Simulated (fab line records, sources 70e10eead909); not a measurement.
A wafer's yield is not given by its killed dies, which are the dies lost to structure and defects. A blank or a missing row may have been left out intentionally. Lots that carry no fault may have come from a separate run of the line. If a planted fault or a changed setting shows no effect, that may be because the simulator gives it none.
Chamber matching    flow nand harc    ald hk-01 running NHARC_A_CHANNEL_FILL_D2_ALD_14: 4 sister chambers
The step deposits SiO2, target thk 2.5 nm, pulse time 10 s, ald cycles 25. 16 wafers are shown with their chamber, then 8 later ones without.

== WAFERS, EACH WITH ITS CHAMBER ==
wafer   chamber  heater power w (W)  precursor pulse height rel
L088.1  3        456                 1.031
L088.2  0        478                 1.005
L088.3  1        488                 0.968
L088.4  2        433                 1.011
L088.5  3        459                 0.992
L088.6  2        423                 1.026
L091.1  0        464                 0.988
L091.2  1        483                 0.986
L091.3  2        438                 0.991
L091.4  3        460                 0.994
L091.5  2        430                 1.037
L091.6  3        465                 0.990
L090.1  2        432                 1.006
L090.2  3        466                 0.998
L090.3  0        459                 1.000
L090.4  1        486                 1.005

SIGNATURES (averages over the wafers above)
reading                     chamber 0  chamber 1  chamber 2  chamber 3  scatter within a chamber
heater power w              467.00     485.67     431.20     461.20     5.75
precursor pulse height rel  0.99767    0.98633    1.01420    1.00100    0.0165
Rule: for a wafer and a chamber, the distance is found by dividing, reading by reading, the gap between the wafer's reading and the chamber's mean by the reading's scatter, squaring, summing and taking the root. If the next closest chamber is less than 2 further off than the closest, the wafer can't be placed; otherwise it belongs to the closest. The scatter is the square root of a quotient: the sum, over the shown wafers, of each reading's squared deviation from its chamber's mean, divided by wafers minus chambers.

== WAFERS MISSING THEIR CHAMBER ==
wafer   heater power w (W)  precursor pulse height rel
L090.5  467                 1.005
L090.6  486                 0.990
L094.1  461                 0.994
L094.2  416                 1.007
L094.3  441                 1.012
L094.4  468                 0.973
L094.5  486                 0.996
L094.6  447                 1.002

== THE CHAMBER EACH PASSED THROUGH ==
wafer    from the rows above            in truth
L090.5   can't be placed: 0 or 3        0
L090.6   1                              1
L094.1   can't be placed: 3 or 0        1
L094.2   2                              2
L094.3   can't be placed: 2 or 3        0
L094.4   can't be placed: 0 or 3 or 1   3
L094.5   1                              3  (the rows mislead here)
L094.6   can't be placed: 3 or 2 or 0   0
Placed correctly: 2 of 8. Can't be placed from these rows: 5 (the true chamber is among the candidates in 3). Wrongly placed: 1.
